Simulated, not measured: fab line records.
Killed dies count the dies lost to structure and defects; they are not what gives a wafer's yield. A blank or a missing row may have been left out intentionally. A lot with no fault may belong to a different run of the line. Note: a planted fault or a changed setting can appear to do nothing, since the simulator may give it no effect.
Chamber matching -- flow n5-finfet -- N5_BEOL_M10_ETCH_62 on rie-diel-01: 4 sister chambers
The step etches SOC in N2/H2, target depth 110 nm, overetch 22 nm, time 165 s. 4 wafers are shown with their chamber, then 7 later ones without.

== WAFERS WITH THEIR CHAMBER ==
wafer,chamber,throttle-valve-pct (%)
L088.2,0,17.98
L086.1,1,17.64
L090.3,2,18.11
L090.4,3,18.09

== WAFERS MISSING THEIR CHAMBER ==
wafer,throttle-valve-pct (%)
L090.6,17.64
L093.2,18.10
L093.3,17.68
L093.4,18.01
L094.3,17.65
L094.5,18.14
L094.6,18.01

== THE CHAMBER EACH PASSED THROUGH ==
wafer,from the rows above,in truth
L090.6,1,1
L093.2,can't be placed: 2 or 3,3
L093.3,1,1
L093.4,can't be placed: 0 or 3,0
L094.3,1,1
L094.5,can't be placed: 2 or 3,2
L094.6,can't be placed: 0 or 3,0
3 of 7 placed correctly. These rows do not allow placing 4 (true chamber among the candidates in 4). Placed wrongly: 0.
How it was worked out, from the rows above alone: a wafer's distance from a chamber is the root of the sum, over the readings, of the square of ((its reading less the chamber's mean) divided by the reading's scatter). The wafer belongs to the nearest chamber; if the next one is less than 2 further off, it can't be placed. A chamber's mean is the mean of its shown wafers. The scatter: with one shown wafer a chamber, the root of the mean of the squares of how far each hidden wafer lies from its nearest shown one.
